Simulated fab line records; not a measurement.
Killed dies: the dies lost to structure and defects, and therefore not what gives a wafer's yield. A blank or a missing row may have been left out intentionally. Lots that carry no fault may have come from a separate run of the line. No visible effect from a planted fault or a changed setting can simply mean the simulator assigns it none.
Which tool was responsible? || flow n5Finfet || 10 lots, 30 wafers sampled, at 5 steps of a route of 1938

== WHAT THE GAUGES SHOWED, per wafer ==
N5_BEOL_M4_RS_MEAS_58: a four-point-probe measurement. Usual: M4_RS gives 0.69 ohm/sq (standard deviation 0.051).
{"lot": "L294", "measured": "day 12 02:17", "on": "filmMetro-02", "M4_RS (ohm/sq)": "0.79 0.74 0.78", "flag": ""}
{"lot": "L297", "measured": "day 13 00:49", "on": "filmMetro-02", "M4_RS (ohm/sq)": "0.67 0.70 0.67", "flag": ""}
{"lot": "L298", "measured": "day 12 13:29", "on": "filmMetro-01", "M4_RS (ohm/sq)": "0.61 0.73 0.70", "flag": ""}
{"lot": "L299", "measured": "day 13 22:41", "on": "filmMetro-02", "M4_RS (ohm/sq)": "0.67 0.64 0.70", "flag": ""}
{"lot": "L300", "measured": "day 12 22:30", "on": "filmMetro-01", "M4_RS (ohm/sq)": "0.65 0.73 0.73", "flag": ""}
{"lot": "L301", "measured": "day 14 01:24", "on": "filmMetro-02", "M4_RS (ohm/sq)": "0.69 0.67 0.70", "flag": ""}
{"lot": "L303", "measured": "day 14 05:22", "on": "filmMetro-01", "M4_RS (ohm/sq)": "0.67 0.81 0.75", "flag": ""}
{"lot": "L308", "measured": "day 14 17:23", "on": "filmMetro-02", "M4_RS (ohm/sq)": "0.64 0.79 0.65", "flag": ""}
{"lot": "L310", "measured": "day 15 19:27", "on": "filmMetro-01", "M4_RS (ohm/sq)": "0.83 0.67 0.65", "flag": ""}
{"lot": "L311", "measured": "day 17 04:17", "on": "filmMetro-02", "M4_RS (ohm/sq)": "0.69 0.69 0.66", "flag": ""}

N5_BEOL_M4_RC_MEAS_101. Usual: DIBL_N 36.1 mV/V, standard deviation 2.3; DIBL_P 36 mV/V, standard deviation 3.2; IOFF_N 0.16 nA/um, standard deviation 0.045; IOFF_P 0.21 nA/um, standard deviation 0.049; IOFF_P_LIN 0.101 nA/um, standard deviation 0.016; IOFF_P_LONG 0.000107 nA/um, standard deviation 8.9e-06; ION_N 674 uA/um, standard deviation 14; ION_P 462 uA/um, standard deviation 8.4; REXT_N 75.4 ohm.um, standard deviation 1.6; SS_N 71.6 mV/dec, standard deviation 0.83; SS_P 73.2 mV/dec, standard deviation 0.87; VT_N 249 mV, standard deviation 3.8; VT_N_LVT 98 mV, standard deviation 3.8; VT_P -250 mV, standard deviation 3.4; VT_P_LONG -275 mV, standard deviation 3.
{"lot": "L294", "measured": "day 12 02:29", "on": "prober-01", "DIBL_N (mV/V)": "36.3 33.2 36.7", "DIBL_P (mV/V)": "33 30 35", "IOFF_N (nA/um)": "0.14 0.10 0.14", "IOFF_P (nA/um)": "0.18 0.15 0.21", "IOFF_P_LIN (nA/um)": "0.089 0.080 0.101", "IOFF_P_LONG (nA/um)": "0.000111 0.000112 0.000117", "ION_N (uA/um)": "650 672 682", "ION_P (uA/um)": "449 459 470", "REXT_N (ohm.um)": "74.4 74.7 74.2", "SS_N (mV/dec)": "71.9 71.6 72.0", "SS_P (mV/dec)": "72.9 72.3 73.0", "VT_N (mV)": "254 255 253", "VT_N_LVT (mV)": "102 105 102", "VT_P (mV)": "-250 -253 -250", "VT_P_LONG (mV)": "-275 -273 -273", "flag": ""}
{"lot": "L297", "measured": "day 13 01:20", "on": "prober-02", "DIBL_N (mV/V)": "37.0 38.4 36.7", "DIBL_P (mV/V)": "38 39 37", "IOFF_N (nA/um)": "0.19 0.20 0.19", "IOFF_P (nA/um)": "0.25 0.25 0.23", "IOFF_P_LIN (nA/um)": "0.112 0.112 0.106", "IOFF_P_LONG (nA/um)": "0.00011 0.000113 0.000104", "ION_N (uA/um)": "671 679 683", "ION_P (uA/um)": "455 465 464", "REXT_N (ohm.um)": "74.4 76.0 72.7", "SS_N (mV/dec)": "72.0 72.7 72.6", "SS_P (mV/dec)": "73.9 74.4 73.6", "VT_N (mV)": "246 249 250", "VT_N_LVT (mV)": "96 97 96", "VT_P (mV)": "-247 -249 -249", "VT_P_LONG (mV)": "-274 -272 -272", "flag": ""}
{"lot": "L298", "measured": "day 12 13:42", "on": "prober-02", "DIBL_N (mV/V)": "35.9 31.9 35.3", "DIBL_P (mV/V)": "36 31 34", "IOFF_N (nA/um)": "0.16 0.10 0.16", "IOFF_P (nA/um)": "0.18 0.13 0.17", "IOFF_P_LIN (nA/um)": "0.087 0.072 0.085", "IOFF_P_LONG (nA/um)": "9.5e-05 0.000103 9.8e-05", "ION_N (uA/um)": "671 663 670", "ION_P (uA/um)": "449 451 453", "REXT_N (ohm.um)": "77.3 76.7 76.0", "SS_N (mV/dec)": "71.5 69.7 70.8", "SS_P (mV/dec)": "74.0 72.0 72.7", "VT_N (mV)": "248 252 246", "VT_N_LVT (mV)": "98 102 98", "VT_P (mV)": "-250 -256 -255", "VT_P_LONG (mV)": "-278 -279 -278", "flag": ""}
{"lot": "L299", "measured": "day 13 23:03", "on": "prober-02", "DIBL_N (mV/V)": "37.8 42.2 36.9", "DIBL_P (mV/V)": "38 44 37", "IOFF_N (nA/um)": "0.18 0.31 0.17", "IOFF_P (nA/um)": "0.23 0.34 0.22", "IOFF_P_LIN (nA/um)": "0.104 0.140 0.103", "IOFF_P_LONG (nA/um)": "0.000102 0.000101 0.000101", "ION_N (uA/um)": "684 692 694", "ION_P (uA/um)": "470 471 468", "REXT_N (ohm.um)": "75.0 74.1 76.2", "SS_N (mV/dec)": "72.6 73.7 71.5", "SS_P (mV/dec)": "73.9 76.2 73.5", "VT_N (mV)": "251 243 246", "VT_N_LVT (mV)": "98 90 95", "VT_P (mV)": "-250 -247 -250", "VT_P_LONG (mV)": "-272 -275 -274", "flag": ""}
{"lot": "L300", "measured": "day 12 22:52", "on": "prober-02", "DIBL_N (mV/V)": "34.9 36.0 34.8", "DIBL_P (mV/V)": "34 36 33", "IOFF_N (nA/um)": "0.12 0.14 0.12", "IOFF_P (nA/um)": "0.15 0.19 0.15", "IOFF_P_LIN (nA/um)": "0.075 0.089 0.075", "IOFF_P_LONG (nA/um)": "9.8e-05 9.1e-05 9.4e-05", "ION_N (uA/um)": "652 668 645", "ION_P (uA/um)": "444 456 439", "REXT_N (ohm.um)": "76.2 76.9 75.7", "SS_N (mV/dec)": "70.7 71.9 70.9", "SS_P (mV/dec)": "71.9 73.5 72.9", "VT_N (mV)": "253 251 254", "VT_N_LVT (mV)": "101 99 102", "VT_P (mV)": "-255 -255 -257", "VT_P_LONG (mV)": "-281 -280 -277", "flag": ""}
{"lot": "L301", "measured": "day 14 01:37", "on": "prober-01", "DIBL_N (mV/V)": "31.5 30.9 30.0", "DIBL_P (mV/V)": "30 30 29", "IOFF_N (nA/um)": "0.09 0.09 0.09", "IOFF_P (nA/um)": "0.14 0.14 0.13", "IOFF_P_LIN (nA/um)": "0.075 0.076 0.072", "IOFF_P_LONG (nA/um)": "0.000108 0.000112 0.00011", "ION_N (uA/um)": "645 657 653", "ION_P (uA/um)": "446 456 455", "REXT_N (ohm.um)": "74.8 75.1 75.7", "SS_N (mV/dec)": "70.8 69.4 69.6", "SS_P (mV/dec)": "72.5 71.8 71.3", "VT_N (mV)": "257 254 256", "VT_N_LVT (mV)": "106 106 105", "VT_P (mV)": "-254 -252 -255", "VT_P_LONG (mV)": "-277 -273 -274", "flag": ""}
{"lot": "L303", "measured": "day 14 05:34", "on": "prober-02", "DIBL_N (mV/V)": "35.8 35.1 37.7", "DIBL_P (mV/V)": "34 34 37", "IOFF_N (nA/um)": "0.12 0.13 0.16", "IOFF_P (nA/um)": "0.21 0.20 0.25", "IOFF_P_LIN (nA/um)": "0.101 0.099 0.116", "IOFF_P_LONG (nA/um)": "0.000124 0.000124 0.000108", "ION_N (uA/um)": "652 662 675", "ION_P (uA/um)": "457 464 465", "REXT_N (ohm.um)": "74.2 73.7 73.5", "SS_N (mV/dec)": "71.0 71.3 71.9", "SS_P (mV/dec)": "73.4 71.6 73.4", "VT_N (mV)": "254 251 251", "VT_N_LVT (mV)": "107 102 102", "VT_P (mV)": "-251 -249 -247", "VT_P_LONG (mV)": "-272 -270 -271", "flag": ""}
{"lot": "L308", "measured": "day 14 17:44", "on": "prober-01", "DIBL_N (mV/V)": "31.4 37.2 36.4", "DIBL_P (mV/V)": "30 36 35", "IOFF_N (nA/um)": "0.09 0.19 0.16", "IOFF_P (nA/um)": "0.13 0.20 0.19", "IOFF_P_LIN (nA/um)": "0.070 0.096 0.093", "IOFF_P_LONG (nA/um)": "9.9e-05 0.000104 0.000109", "ION_N (uA/um)": "645 672 668", "ION_P (uA/um)": "446 462 458", "REXT_N (ohm.um)": "78.5 75.5 76.6", "SS_N (mV/dec)": "69.8 71.5 71.4", "SS_P (mV/dec)": "72.4 73.5 73.7", "VT_N (mV)": "255 247 250", "VT_N_LVT (mV)": "102 96 97", "VT_P (mV)": "-258 -249 -254", "VT_P_LONG (mV)": "-278 -277 -275", "flag": ""}
{"lot": "L310", "measured": "day 15 19:40", "on": "prober-02", "DIBL_N (mV/V)": "39.4 37.7 42.1", "DIBL_P (mV/V)": "37 35 40", "IOFF_N (nA/um)": "0.23 0.20 0.34", "IOFF_P (nA/um)": "0.10 0.10 0.14", "IOFF_P_LIN (nA/um)": "0.050 0.048 0.059", "IOFF_P_LONG (nA/um)": "7e-05 6.1e-05 6.5e-05", "ION_N (uA/um)": "684 686 705", "ION_P (uA/um)": "428 428 432", "REXT_N (ohm.um)": "71.2 70.6 71.2", "SS_N (mV/dec)": "72.0 71.8 72.6", "SS_P (mV/dec)": "72.8 72.4 73.4", "VT_N (mV)": "243 243 238", "VT_N_LVT (mV)": "67 66 60", "VT_P (mV)": "-269 -270 -270", "VT_P_LONG (mV)": "-297 -295 -296", "flag": "OFF"}
{"lot": "L311", "measured": "day 17 04:29", "on": "prober-01", "DIBL_N (mV/V)": "38.3 40.1 38.9", "DIBL_P (mV/V)": "39 40 39", "IOFF_N (nA/um)": "0.21 0.27 0.21", "IOFF_P (nA/um)": "0.11 0.11 0.10", "IOFF_P_LIN (nA/um)": "0.050 0.050 0.047", "IOFF_P_LONG (nA/um)": "7.6e-05 6.5e-05 6.8e-05", "ION_N (uA/um)": "675 698 681", "ION_P (uA/um)": "428 425 423", "REXT_N (ohm.um)": "71.4 70.4 69.7", "SS_N (mV/dec)": "71.8 73.1 72.6", "SS_P (mV/dec)": "73.9 73.2 73.5", "VT_N (mV)": "245 244 247", "VT_N_LVT (mV)": "70 68 72", "VT_P (mV)": "-272 -272 -272", "VT_P_LONG (mV)": "-302 -299 -298", "flag": "OFF"}

== TOOL THAT RAN EACH LOT (tool first, then ch and the chambers of the sampled wafers, then the start) ==
{"lot": "L294", "N5_HKMG_FIN_RTA_80": "rtpAnneal-01 ch 0, day 4 12:46", "N5_BEOL_M4_ANNEAL_80": "pvdSputter-03, day 11 23:46", "N5_BEOL_M4_SPUTTER_88": "pvdSputter-03, day 12 00:21"}
{"lot": "L297", "N5_HKMG_FIN_RTA_80": "rtpAnneal-01 ch 0, day 5 09:59", "N5_BEOL_M4_ANNEAL_80": "pvdSputter-03, day 12 22:18", "N5_BEOL_M4_SPUTTER_88": "pvdSputter-03, day 12 22:53"}
{"lot": "L298", "N5_HKMG_FIN_RTA_80": "rtpAnneal-01 ch 0, day 5 14:37", "N5_BEOL_M4_ANNEAL_80": "pvdSputter-03, day 12 10:58", "N5_BEOL_M4_SPUTTER_88": "pvdSputter-03, day 12 11:32"}
{"lot": "L299", "N5_HKMG_FIN_RTA_80": "rtpAnneal-01 ch 0, day 5 19:34", "N5_BEOL_M4_ANNEAL_80": "pvdSputter-03, day 13 19:44", "N5_BEOL_M4_SPUTTER_88": "pvdSputter-03, day 13 20:19"}
{"lot": "L300", "N5_HKMG_FIN_RTA_80": "rtpAnneal-02 ch 0, day 5 23:14", "N5_BEOL_M4_ANNEAL_80": "pvdSputter-01, day 12 19:59", "N5_BEOL_M4_SPUTTER_88": "pvdSputter-01, day 12 20:34"}
{"lot": "L301", "N5_HKMG_FIN_RTA_80": "rtpAnneal-02 ch 0, day 6 04:53", "N5_BEOL_M4_ANNEAL_80": "pvdSputter-01, day 13 22:53", "N5_BEOL_M4_SPUTTER_88": "pvdSputter-01, day 13 23:28"}
{"lot": "L303", "N5_HKMG_FIN_RTA_80": "rtpAnneal-01 ch 0, day 6 21:49", "N5_BEOL_M4_ANNEAL_80": "pvdSputter-02, day 14 02:51", "N5_BEOL_M4_SPUTTER_88": "pvdSputter-02, day 14 03:26"}
{"lot": "L308", "N5_HKMG_FIN_RTA_80": "rtpAnneal-01 ch 0, day 8 02:29", "N5_BEOL_M4_ANNEAL_80": "pvdSputter-01, day 14 14:52", "N5_BEOL_M4_SPUTTER_88": "pvdSputter-01, day 14 15:27"}
{"lot": "L310", "N5_HKMG_FIN_RTA_80": "rtpAnneal-02 ch 0, day 8 14:34", "N5_BEOL_M4_ANNEAL_80": "pvdSputter-03, day 15 16:48", "N5_BEOL_M4_SPUTTER_88": "pvdSputter-03, day 15 17:23"}
{"lot": "L311", "N5_HKMG_FIN_RTA_80": "rtpAnneal-02 ch 0, day 8 18:52", "N5_BEOL_M4_ANNEAL_80": "pvdSputter-02, day 17 01:46", "N5_BEOL_M4_SPUTTER_88": "pvdSputter-02, day 17 02:20"}
- N5_HKMG_FIN_RTA_80: time 2 s.
- N5_BEOL_M4_ANNEAL_80: time 240 s.
- N5_BEOL_M4_SPUTTER_88: material Cu, target thk 4.5 nm, time 8.29 s.

== WHAT THE TOOLS THEMSELVES READ (means of the sampled wafers that have a number; where no wafer has one, the mark that the record gives instead) ==
N5_BEOL_M4_ANNEAL_80. Usual: heaterPowerW at 777 W, with a standard deviation of 69.
{"lot": "L294", "tool": "pvdSputter-03", "heaterPowerW (W)": 788, "flag": ""}
{"lot": "L297", "tool": "pvdSputter-03", "heaterPowerW (W)": 797, "flag": ""}
{"lot": "L298", "tool": "pvdSputter-03", "heaterPowerW (W)": 787, "flag": ""}
{"lot": "L299", "tool": "pvdSputter-03", "heaterPowerW (W)": 697, "flag": ""}
{"lot": "L300", "tool": "pvdSputter-01", "heaterPowerW (W)": 805, "flag": ""}
{"lot": "L301", "tool": "pvdSputter-01", "heaterPowerW (W)": 793, "flag": ""}
{"lot": "L303", "tool": "pvdSputter-02", "heaterPowerW (W)": 752, "flag": ""}
{"lot": "L308", "tool": "pvdSputter-01", "heaterPowerW (W)": 866, "flag": ""}
{"lot": "L310", "tool": "pvdSputter-03", "heaterPowerW (W)": 784, "flag": ""}
{"lot": "L311", "tool": "pvdSputter-02", "heaterPowerW (W)": 770, "flag": ""}

N5_BEOL_M4_SPUTTER_88. Usual: chamberPressurePa 0.07002 Pa, standard deviation 0.00013; throttleValvePct 29.9 %, standard deviation 0.73.
{"lot": "L294", "tool": "pvdSputter-03", "chamberPressurePa (Pa)": 0.06995, "throttleValvePct (%)": 30.7, "flag": ""}
{"lot": "L297", "tool": "pvdSputter-03", "chamberPressurePa (Pa)": 0.06996, "throttleValvePct (%)": 30.4, "flag": ""}
{"lot": "L298", "tool": "pvdSputter-03", "chamberPressurePa (Pa)": 0.06995, "throttleValvePct (%)": 30.7, "flag": ""}
{"lot": "L299", "tool": "pvdSputter-03", "chamberPressurePa (Pa)": 0.07017, "throttleValvePct (%)": 29.0, "flag": ""}
{"lot": "L300", "tool": "pvdSputter-01", "chamberPressurePa (Pa)": 0.06993, "throttleValvePct (%)": 30.0, "flag": ""}
{"lot": "L301", "tool": "pvdSputter-01", "chamberPressurePa (Pa)": 0.06995, "throttleValvePct (%)": 29.9, "flag": ""}
{"lot": "L303", "tool": "pvdSputter-02", "chamberPressurePa (Pa)": 0.07006, "throttleValvePct (%)": 29.9, "flag": ""}
{"lot": "L308", "tool": "pvdSputter-01", "chamberPressurePa (Pa)": 0.07010, "throttleValvePct (%)": 29.6, "flag": ""}
{"lot": "L310", "tool": "pvdSputter-03", "chamberPressurePa (Pa)": 0.07004, "throttleValvePct (%)": 30.5, "flag": ""}
{"lot": "L311", "tool": "pvdSputter-02", "chamberPressurePa (Pa)": 0.06995, "throttleValvePct (%)": 29.9, "flag": ""}

== THE ANSWER, worked out from the rows above alone ==
Rule: take the mean of a lot's wafers that have a number; if it is more than 3 standard deviations from the usual mean, the lot is off. Also off: a lot with no number at a reading for which 4 or more lots have one. The other lots that the step has rows for count as sound. After the gauges, taken in route order, come the tools' own readings; for these a lot's mean is taken, as printed above. At the first step where some lot is off, the reading lying furthest off is the one used; lots without a number count as furthest.
Off: L310, L311, seen at N5_BEOL_M4_RC_MEAS_101 (VT_N_LVT).
If a tool, at a process step before that reading, ran all the lots that are off and no sound lot after the first of them, it fits. Those tools and the gauges at N5_BEOL_M4_RC_MEAS_101 are tried in the same way. One candidate fits, namely rtpAnneal-02 at N5_HKMG_FIN_RTA_80. Its last sound lot is L301 (day 6 04:53), its first lot that is off L310 (day 8 14:34): a fault that began between those two fits.

== WHAT THE SIMULATOR PUT IN ==
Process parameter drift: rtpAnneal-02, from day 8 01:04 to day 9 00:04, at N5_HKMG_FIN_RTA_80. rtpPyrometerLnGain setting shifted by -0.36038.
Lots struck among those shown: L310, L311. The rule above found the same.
